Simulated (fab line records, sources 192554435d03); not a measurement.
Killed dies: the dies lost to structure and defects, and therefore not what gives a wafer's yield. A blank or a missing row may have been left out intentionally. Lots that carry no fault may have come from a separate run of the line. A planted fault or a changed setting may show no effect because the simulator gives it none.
Matching of chambers | flow n5-finfet | N5_BEOL_M3_DEP_57 on pecvd-02 has 3 sister chambers
The step deposits SiCN from 3MS/NH3, target thk 8 nm, time 14 s. 22 wafers are shown with their chamber, then 11 later ones without.

## WAFERS, EACH WITH ITS CHAMBER
wafer  | chamber | throttle-valve-pct (%) | showerhead-plenum-p-Torr (Torr)
L077.2 | 2       | 8.9                    | 3.652
L077.3 | 1       | 8.8                    | 3.675
L077.6 | 0       | 9.2                    | 3.650
L079.3 | 1       | 8.7                    | 3.664
L079.4 | 2       | 8.6                    | 3.656
L079.6 | 1       | 8.5                    | 3.661
L080.1 | 2       | 8.7                    | 3.646
L080.4 | 2       | 8.4                    | 3.652
L080.5 | 1       | 9.1                    | 3.656
L084.1 | 2       | 8.8                    | 3.655
L084.3 | 1       | 8.9                    | 3.666
L084.6 | 0       | 9.2                    | 3.653
L087.2 | 2       | 8.5                    | 3.647
L087.5 | 2       | 9.0                    | 3.655
L087.6 | 0       | 9.2                    | 3.654
L088.3 | 0       | 9.5                    | 3.650
L088.4 | 0       | 9.6                    | 3.658
L088.6 | 2       | 8.8                    | 3.649
L093.1 | 0       | 9.3                    | 3.652
L093.2 | 1       | 8.8                    | 3.652
L093.5 | 2       | 8.7                    | 3.649
L091.1 | 2       | 8.8                    | 3.654

SIGNATURES (averages over the wafers above)
reading                  | chamber 0 | chamber 1 | chamber 2 | scatter within a chamber
throttle-valve-pct       | 9.333     | 8.800     | 8.720     | 0.185
showerhead-plenum-p-Torr | 3.65283   | 3.66233   | 3.65150   | 0.00505
Rule: for each reading, subtract the chamber's mean from the wafer's reading, divide by that reading's scatter and square the result; add these up over the readings and take the root, which gives the wafer's distance from the chamber. If the next closest chamber is less than 2 further off than the closest, the wafer can't be placed; otherwise it belongs to the closest. The scatter: the root of (the sum of the squares of (reading less its chamber's mean) over the shown wafers, divided by (wafers less chambers)).

## WAFERS WITHOUT THEIR CHAMBER
wafer  | throttle-valve-pct (%) | showerhead-plenum-p-Torr (Torr)
L091.3 | 9.0                    | 3.668
L091.6 | 8.8                    | 3.654
L092.2 | 8.5                    | 3.666
L092.4 | 8.7                    | 3.652
L092.6 | 8.7                    | 3.662
L094.1 | 9.2                    | 3.648
L094.2 | 8.9                    | 3.670
L094.6 | 9.2                    | 3.654
L097.2 | 9.5                    | 3.655
L097.4 | 8.7                    | 3.674
L097.6 | 8.9                    | 3.643

## CHAMBER TAKEN BY EACH
wafer  | from the rows above          | in truth
L091.3 | can't be placed: 1 or 0      | 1
L091.6 | can't be placed: 2 or 1      | 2
L092.2 | can't be placed: 1 or 2      | 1
L092.4 | can't be placed: 2 or 1      | 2
L092.6 | can't be placed: 1 or 2      | 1
L094.1 | can't be placed: 0 or 2      | 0
L094.2 | 1                            | 1
L094.6 | can't be placed: 0 or 2 or 1 | 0
L097.2 | 0                            | 0
L097.4 | 1                            | 1
L097.6 | can't be placed: 2 or 0 or 1 | 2
Correctly placed: 3 of 11. Not placeable from these rows: 8 (in 8, the candidates include the true chamber). 0 placed wrongly.
